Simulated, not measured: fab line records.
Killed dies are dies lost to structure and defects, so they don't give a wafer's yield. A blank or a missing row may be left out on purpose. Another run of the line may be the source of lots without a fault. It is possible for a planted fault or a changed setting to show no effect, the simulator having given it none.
fab line records    flow n5Finfet
record lots=7  wafers=18  lastDay=19
route steps=1938 shown BEOL_M9@1431
lots with no fault: from the same line, run without faults
startH: hours from the record's first day to the start of the lot's first wafer shown    waitH: hours elapsed since this lot's preceding step    " as in the row above    L1.1+2: one row covering several wafers at once    - value missing, or start not given    * or withheld: withheld    < > ~ a bound
route shown NAME@n: names a module that has steps shown in the file, with the first one's number in the route    usual: mean/standard deviation of fault-free wafers    same: alike in all rows    chamber/n: place in a boat    sites: per-site readings    _std_site: the standard deviation of these    _edge_site: inner sites' mean taken away from outer sites' mean    radiusMm: how far each site lies from the wafer's centre    mask NAME#n: copy n    behind: tool/chamber where the wafer was last shaped    hold: cause of the lot's hold/its duration in hours/its outcome    device: transistor that didn't switch, given as n, p or np    end of line: tests of these same wafers at the route's end    for a step that has no rows: nothing shown but its recipe    killed: at the first sort, the dies lost to defects and structure; wafer yield is something else    map: shows each die of a wafer: x if killed, . if not, _ if none is there
set.NAME: the setting the step ran with; set.NAME@STEP: the setting that earlier step ran with    model.NAME: the simulator's own value behind a step, which no gauge read
a table for each step, a row for each wafer; lots at some steps of the route
services: the hour from which a tool's chamber was out of use, counted from the record's first day as startH (under 0 if before that day), plus the number of hours and why
## steps
# step N5_BEOL_M9_EXPOSE_25
# recipe maskId=V8  na=0.33  sourceShape=annular  sigmaInner=0.4  sigmaOuter=0.8  polarization=unpolarized  doseMj=37.25
# step N5_BEOL_M9_PEB_26
# recipe pebTempC=100  pebTimeS=60  resist=CAR-EUV
# step N5_BEOL_M9_DEVELOP_27
# recipe developTimeS=30  developer=TMAH  resist=CAR-EUV  rinseLiquid=surfactantRinse  dry=airSpin  devTempC=23
# step N5_BEOL_M9_CD_MEAS_28
# recipe targetCdNm=70  landingEnergyEv=500  detector=seInlens  polarity=opening
# usual cdNm=70.07/0.23
lot.wafer  tool      chamber  startH  waitH  cdNm
L504.3     cdSem-01  0        251.63  -      70.09
L504.4     "         0        "       "      69.77
L504.5     "         0        "       "      69.76
L508.2     cdSem-03  0        279.47  -      70.15
L508.3     "         0        "       "      69.77
L508.4     "         0        "       "      70.06
L518.4     cdSem-03  0        347.90  -      70.06
L518.6     "         0        "       "      69.84
L523.5     cdSem-03  0        364.59  -      69.95
L523.6     "         0        "       "      69.40
L522.4     cdSem-03  0        377.65  -      70.18
L522.6     "         0        "       "      70.04
L525.2     cdSem-02  0        393.60  -      70.01
L525.4     "         0        "       "      70.66
L525.5     "         0        "       "      69.88
L524.2     cdSem-02  0        396.93  -      70.30
L524.5     "         0        "       "      69.88
L524.6     "         0        "       "      69.99
# step N5_BEOL_M9_OVL_MEAS_29
# recipe pointsPerWafer=522
# usual V8_OVL=-0.7/0.71
lot.wafer  tool        chamber  startH  waitH  V8_OVL[nm]
L504.3     overlay-02  0        251.67  0.0    -0.1
L504.4     "           0        "       "      -0.4
L504.5     "           0        "       "      -0.5
L508.2     overlay-01  0        279.51  0.0    -1.6
L508.3     "           0        "       "      -0.1
L508.4     "           0        "       "      -1.2
L518.4     overlay-02  0        347.94  0.0    -0.7
L518.6     "           0        "       "      -0.3
L523.5     overlay-01  0        364.64  0.0    -1.0
L523.6     "           0        "       "      -0.4
L522.4     overlay-02  0        377.69  0.0    -1.5
L522.6     "           0        "       "      -2.4
L525.2     overlay-01  0        393.64  0.0    0.0
L525.4     "           0        "       "      0.4
L525.5     "           0        "       "      0.2
L524.2     overlay-02  0        396.97  0.0    -0.7
L524.5     "           0        "       "      -2.1
L524.6     "           0        "       "      -1.6
# step N5_BEOL_M9_INSPECT_30
# recipe mode=adi  inspectInstrument=brightfield
# usual rawDefectCount=422/82
lot.wafer  tool              chamber  startH  waitH  rawDefectCount
L504.3     defectInspect-01  -        251.72  0.0    549
L504.4     "                 -        "       "      454
L504.5     "                 -        "       "      577
L508.2     defectInspect-02  -        279.56  0.0    449
L508.3     "                 -        "       "      400
L508.4     "                 -        "       "      516
L518.4     defectInspect-01  -        347.98  0.0    463
L518.6     "                 -        "       "      559
L523.5     defectInspect-01  -        364.67  0.0    390
L523.6     "                 -        "       "      425
L522.4     defectInspect-01  -        377.73  0.0    348
L522.6     "                 -        "       "      371
L525.2     defectInspect-02  -        393.69  0.0    441
L525.4     "                 -        "       "      469
L525.5     "                 -        "       "      515
L524.2     defectInspect-02  -        397.02  0.0    521
L524.5     "                 -        "       "      475
L524.6     "                 -        "       "      575
# step N5_BEOL_M9_DESCUM_33
# recipe chemistry=O2  timeS=7  sourcePowerW=50  biasPowerW=20  pressureMtorr=20  rfFrequencyHz=2.712e+07  tempC=40  resist=CAR-EUV  o2FlowSccm=225
# usual drypumpMotorCurrentA=5.9/0.41  oesProductAu=0.76/0.083  rfVppV=242.9/1.4  showerheadPlenumPTorr=2.07/0.068  throttleValvePct=20.46/0.29
lot.wafer  tool        chamber  startH  waitH  drypumpMotorCurrentA  oesProductAu  rfHoursCounterH  rfVppV  showerheadPlenumPTorr  throttleValvePct
L504.3     rieDiel-01  0        251.76  0.0    6.1                   0.91          20               241.0   2.05                   19.99
L504.4     "           3        "       "      6.2                   0.73          190              246.5   2.18                   20.31
L504.5     "           2        "       "      5.7                   0.74          -                244.4   2.15                   20.53
L508.2     rieDiel-04  0        279.78  0.2    5.9                   0.68          241              242.7   2.15                   20.32
L508.3     "           2        "       "      5.2                   0.88          24               242.6   2.05                   20.23
L508.4     "           1        "       "      6.1                   0.76          149              240.4   2.00                   20.76
L518.4     rieDiel-04  1        348.31  0.3    6.1                   0.74          174              242.3   1.99                   20.80
L518.6     "           0        "       "      5.9                   1.00          -                244.0   2.14                   19.79
L523.5     rieDiel-04  0        364.72  0.0    5.9                   0.97          -                242.9   2.14                   19.79
L523.6     "           2        "       "      5.2                   0.84          -                242.9   2.04                   20.28
L522.4     rieDiel-04  3        378.05  0.3    6.0                   0.70          232              242.9   2.05                   20.57
L522.6     "           0        "       "      5.9                   0.95          -                243.2   2.14                   19.80
L525.2     rieDiel-01  3        393.72  0.0    6.2                   0.70          233              244.1   2.16                   20.35
L525.4     "           3        "       "      6.2                   0.70          -                243.3   2.16                   20.36
L525.5     "           0        "       "      6.1                   0.84          -                241.5   2.04                   20.04
L524.2     rieDiel-03  0        397.05  0.0    5.0                   0.68          220              242.8   2.08                   20.91
L524.5     "           2        "       "      4.7                   0.71          -                243.6   2.16                   20.97
L524.6     "           3        "       "      6.4                   0.77          -                241.5   2.02                   20.52
# step N5_BEOL_M9_ETCH_76
# recipe chemistry=N2/H2  target=underlayer  targetDepthA=65  maskMaterial=CAR-EUV  timeS=5.2  ionEnergyEv=200  pressureMtorr=30  sourceW=840  biasW=150  n2FlowSccm=200  h2FlowSccm=200  ends=cleared
# usual drypumpMotorCurrentA=5.9/0.41  etchRfOnTimeS=5.20/0.13  oesProductAu=0.65/0.068  rfVppV=523.4/2.5  showerheadPlenumPTorr=2.53/0.076  throttleValvePct=18.0/0.34
lot.wafer  tool        chamber  startH  waitH  drypumpMotorCurrentA  etchRfOnTimeS  oesProductAu  rfHoursCounterH  rfVppV  showerheadPlenumPTorr  throttleValvePct
L504.3     rieDiel-01  0        251.80  0.0    6.1                   5.24           0.74          20               519.6   2.50                   17.3
L504.4     "           3        "       "      6.2                   4.98           0.63          190              526.5   2.65                   17.8
L504.5     "           2        "       "      5.7                   5.24           0.64          -                525.9   2.63                   18.1
L508.2     rieDiel-04  0        279.82  0.0    5.9                   5.26           0.57          241              525.3   2.62                   17.8
L508.3     "           2        "       "      5.3                   5.04           0.77          24               521.4   2.51                   17.8
L508.4     "           1        "       "      6.1                   5.18           0.65          149              521.5   2.45                   18.4
L518.4     rieDiel-04  1        348.35  0.0    6.1                   5.35           0.62          174              519.8   2.44                   18.5
L518.6     "           0        "       "      5.9                   5.12           0.83          -                526.4   2.61                   17.2
L523.5     rieDiel-04  0        364.75  0.0    5.9                   5.12           0.81          -                524.0   2.61                   17.3
L523.6     "           2        "       "      5.2                   5.13           0.73          -                521.8   2.49                   17.8
L522.4     rieDiel-04  3        378.08  0.0    5.9                   5.14           0.60          232              522.3   2.51                   18.2
L522.6     "           0        "       "      5.9                   5.07           0.81          -                525.4   2.61                   17.2
L525.2     rieDiel-01  3        393.76  0.0    6.2                   4.90           0.62          233              527.6   2.63                   17.9
L525.4     "           3        "       "      6.2                   4.92           0.63          -                524.1   2.63                   17.9
L525.5     "           0        "       "      6.1                   5.26           0.70          -                521.8   2.49                   17.4
L524.2     rieDiel-03  0        397.09  0.0    5.0                   5.19           0.59          220              524.0   2.53                   18.4
L524.5     "           2        "       "      4.7                   5.33           0.59          -                525.6   2.62                   18.3
L524.6     "           3        "       "      6.4                   4.90           0.68          -                520.3   2.44                   17.8
# step N5_BEOL_M9_ETCH_65
# recipe chemistry=CF4  target=SiARC  targetDepthA=156  maskMaterial=CAR-EUV  timeS=26  ionEnergyEv=80  pressureMtorr=40  sourceW=545  biasW=36  Ar_flow_sccm=100  cf4FlowSccm=100  ends=cleared
# usual drypumpMotorCurrentA=5.9/0.41  etchRfOnTimeS=26.1/0.65  oesProductAu=0.65/0.068  rfVppV=183.8/1.1  showerheadPlenumPTorr=2.12/0.064  throttleValvePct=15.68/0.29
lot.wafer  tool        chamber  startH  waitH  drypumpMotorCurrentA  etchRfOnTimeS  oesProductAu  rfHoursCounterH  rfVppV  showerheadPlenumPTorr  throttleValvePct
L504.3     rieDiel-01  0        251.81  0.0    6.1                   26.2           0.75          20               183.7   2.10                   15.16
L504.4     "           3        "       "      6.2                   24.6           0.64          190              185.4   2.22                   15.47
L504.5     "           2        "       "      5.7                   26.4           0.64          -                185.7   2.21                   15.80
L508.2     rieDiel-04  0        279.83  0.0    5.9                   26.7           0.57          241              182.8   2.20                   15.58
L508.3     "           2        "       "      5.2                   25.7           0.77          24               183.5   2.11                   15.41
L508.4     "           1        "       "      6.1                   26.7           0.65          149              180.5   2.05                   15.95
L518.4     rieDiel-04  1        348.37  0.0    6.1                   26.6           0.63          174              182.2   2.05                   16.00
L518.6     "           0        "       "      5.9                   26.0           0.83          -                184.1   2.19                   15.07
L523.5     rieDiel-04  0        364.77  0.0    5.9                   25.9           0.81          -                184.6   2.19                   15.07
L523.6     "           2        "       "      5.2                   26.1           0.72          -                184.7   2.10                   15.47
L522.4     rieDiel-04  3        378.10  0.0    5.9                   26.6           0.59          232              183.7   2.10                   15.88
L522.6     "           0        "       "      5.9                   25.7           0.80          -                185.6   2.19                   15.07
L525.2     rieDiel-01  3        393.77  0.0    6.2                   24.4           0.62          233              182.4   2.21                   15.56
L525.4     "           3        "       "      6.2                   24.5           0.62          -                184.5   2.21                   15.55
L525.5     "           0        "       "      6.1                   26.3           0.70          -                182.6   2.08                   15.23
L524.2     rieDiel-03  0        397.11  0.0    5.0                   25.7           0.59          221              183.9   2.12                   16.01
L524.5     "           2        "       "      4.8                   26.9           0.60          -                185.1   2.20                   16.11
L524.6     "           3        "       "      6.4                   25.0           0.68          -                183.5   2.06                   15.56
# step N5_BEOL_M9_ETCH_66
# recipe chemistry=N2/H2  target=SOC  targetDepthA=800  overetchA=160  maskMaterial=SiARC  tempC=40  timeS=120  ionEnergyEv=200  pressureMtorr=30  sourceW=840  biasW=150  n2FlowSccm=200  h2FlowSccm=200
# usual drypumpMotorCurrentA=5.9/0.41  oesProductAu=0.58/0.058  rfVppV=523.3/2.4  showerheadPlenumPTorr=2.53/0.076  throttleValvePct=17.9/0.34
lot.wafer  tool        chamber  startH  waitH  drypumpMotorCurrentA  oesProductAu  rfHoursCounterH  rfVppV  showerheadPlenumPTorr  throttleValvePct
L504.3     rieDiel-01  0        251.84  0.0    6.1                   0.67          20               522.2   2.50                   17.3
L504.4     "           3        "       "      6.2                   0.56          190              528.5   2.65                   17.8
L504.5     "           2        "       "      5.7                   0.57          -                524.5   2.63                   18.0
L508.2     rieDiel-04  0        279.86  0.0    5.9                   0.52          241              525.8   2.62                   17.7
L508.3     "           2        "       "      5.2                   0.68          24               521.5   2.51                   17.7
L508.4     "           1        "       "      6.1                   0.58          149              521.8   2.45                   18.4
L518.4     rieDiel-04  1        348.39  0.0    6.2                   0.57          174              520.1   2.44                   18.5
L518.6     "           0        "       "      5.9                   0.74          -                524.9   2.61                   17.2
L523.5     rieDiel-04  0        364.83  0.0    5.9                   0.73          -                524.2   2.61                   17.2
L523.6     "           2        "       "      5.3                   0.64          -                522.6   2.49                   17.8
L522.4     rieDiel-04  3        378.13  0.0    6.0                   0.53          232              522.9   2.52                   18.1
L522.6     "           0        "       "      5.9                   0.71          -                526.2   2.61                   17.2
L525.2     rieDiel-01  3        393.80  0.0    6.2                   0.54          233              527.0   2.63                   17.8
L525.4     "           3        "       "      6.2                   0.54          -                526.4   2.63                   17.8
L525.5     "           0        "       "      6.1                   0.63          -                522.1   2.49                   17.4
L524.2     rieDiel-03  0        397.13  0.0    5.0                   0.53          221              523.2   2.53                   18.3
L524.5     "           2        "       "      4.7                   0.55          -                527.0   2.62                   18.2
L524.6     "           3        "       "      6.4                   0.59          -                522.7   2.44                   17.7
# step N5_BEOL_M9_STRIP_69
# recipe chemistry=N2/H2  tempC=40  n2FlowSccm=200  h2FlowSccm=200  rfFrequencyHz=6e+07
# step N5_BEOL_M9_STRIP_77
# recipe chemistry=N2/H2  tempC=40  n2FlowSccm=200  h2FlowSccm=200  rfFrequencyHz=6e+07
# step N5_BEOL_M9_VIA_ETCH_34
# recipe chemistry=C4F6/O2  target=SiCOH_lowk  targetDepthA=1824  maskMaterial=SOC  taperDeg=4  timeS=68.4  ionEnergyEv=250  pressureMtorr=30  sourceW=345  biasW=185  Ar_flow_sccm=300  C4F6_flow_sccm=10  O2_flow_sccm=10
# usual O2_flow_sccm=10.00/0.034  drypumpMotorCurrentA=5.9/0.41  oes_f_703_au=0.75/0.073  oes_o_777_au=0.75/0.074  oesProductAu=0.76/0.08  rfVppV=669/10  showerheadPlenumPTorr=2.83/0.091  throttleValvePct=21.00/0.28
lot.wafer  tool        chamber  startH  waitH  O2_flow_sccm  drypumpMotorCurrentA  oes_f_703_au  oes_o_777_au  oesProductAu  rfHoursCounterH  rfVppV  showerheadPlenumPTorr  throttleValvePct  model.etch.depthNm  model.SOC_of_BEOL_M9_COAT_63.thkNm
L504.3     rieDiel-01  0        251.94  0.0    10.03         6.2                   0.85          0.85          0.89          20               680     2.79                   20.47             185.2               50.8
L504.4     "           3        "       "      10.01         6.2                   0.77          0.76          0.74          190              666     2.95                   20.73             187.5               50.6
L504.5     "           2        "       "      9.98          5.7                   0.76          0.75          0.74          -                649     2.96                   21.19             178.2               51.6
L508.2     rieDiel-04  0        279.96  0.0    10.04         5.9                   0.66          0.65          0.68          241              680     2.94                   20.92             180.6               50.8
L508.3     "           2        "       "      10.01         5.2                   0.89          0.87          0.91          24               666     2.81                   20.82             187.7               50.8
L508.4     "           1        "       "      9.96          6.1                   0.76          0.77          0.76          149              668     2.73                   21.23             180.1               51.2
L518.4     rieDiel-04  1        348.49  0.0    10.01         6.1                   0.74          0.74          0.87          174              667     2.71                   21.31             232.2               49
L518.6     "           0        "       "      10.02         5.9                   0.94          0.93          1.17          -                680     2.94                   20.52             246                 48
L523.5     rieDiel-04  0        364.91  0.0    9.97          5.9                   0.91          0.91          0.96          -                679     2.94                   20.46             187.2               51
L523.6     "           2        "       "      9.98          5.2                   0.84          0.82          1.01          -                664     2.79                   20.91             238.5               48.4
L522.4     rieDiel-04  3        378.23  0.0    10.02         6.0                   0.67          0.66          0.83          232              679     2.82                   21.28             239.4               48.6
L522.6     "           0        "       "      9.95          5.9                   0.91          0.90          1.13          -                679     2.93                   20.53             245.5               48.4
L525.2     rieDiel-01  3        393.90  0.0    10.00         6.2                   0.74          0.73          0.71          233              665     2.93                   20.80             186.9               50.8
L525.4     "           3        "       "      10.00         6.2                   0.74          0.73          0.71          -                665     2.93                   20.80             187                 51
L525.5     "           0        "       "      10.05         6.1                   0.78          0.78          0.83          -                680     2.78                   20.51             180.7               51.2
L524.2     rieDiel-03  0        397.23  0.0    10.00         5.0                   0.72          0.72          0.68          221              654     2.83                   21.39             180.8               51
L524.5     "           2        "       "      9.98          4.7                   0.69          0.70          0.70          -                667     2.93                   21.42             177.2               51.2
L524.6     "           3        "       "      9.97          6.4                   0.81          0.80          0.78          -                667     2.74                   20.92             186.5               51
# step N5_BEOL_M9_STRIP_73
# recipe chemistry=C4F6/O2  resist=SiARC  rfFrequencyHz=6e+07
## services
tool        chamber  startH  hours  kind
rieDiel-01  3        288.09  4.2    repair
rieDiel-04  0        309.05  -      clean
rieDiel-04  0        309.05  -      consumableReplace:focusRing
rieDiel-04  0        309.05  30.9   scheduledDown
rieDiel-04  0        309.05  30.9   ventCycle
rieDiel-04  1        360.52  12.7   repair
rieDiel-01  0        369.92  15.6   repair
rieDiel-03  1        379.36  -      clean
rieDiel-03  1        379.36  -      consumableReplace:focusRing
rieDiel-03  1        379.36  18.0   scheduledDown
rieDiel-03  1        379.36  18.0   ventCycle
rieDiel-01  1        385.57  -      clean
rieDiel-01  1        385.57  -      consumableReplace:focusRing
rieDiel-01  1        385.57  -      consumableReplace:showerhead
rieDiel-01  1        385.57  23.5   scheduledDown
rieDiel-01  1        385.57  23.5   ventCycle
rieDiel-01  3        388.99  2.6    repair
## key
firstSign step=N5_BEOL_M9_VIA_ETCH_34  reading=oesProductAu  direction=up  sigmas=3  usual=0.76  struck=1.00  wafersMoved=3
effect none on later readings
modelEffect step=N5_BEOL_M9_VIA_ETCH_34  value=etch.depthNm  without=183.2  struck=240.3
metAt N5_BEOL_M9_VIA_ETCH_34
struckWafers L518.4,L518.6,L522.4,L522.6,L523.6
onsetBetween 279.96 348.49
fault kind=processParameterDrift  tool=rieDiel-04  chamber=-  onsetH=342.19  steps=N5_BEOL_M9_VIA_ETCH_34  channel=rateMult  offset=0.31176  shape=step  endH=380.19  scope=struckWafersOnly
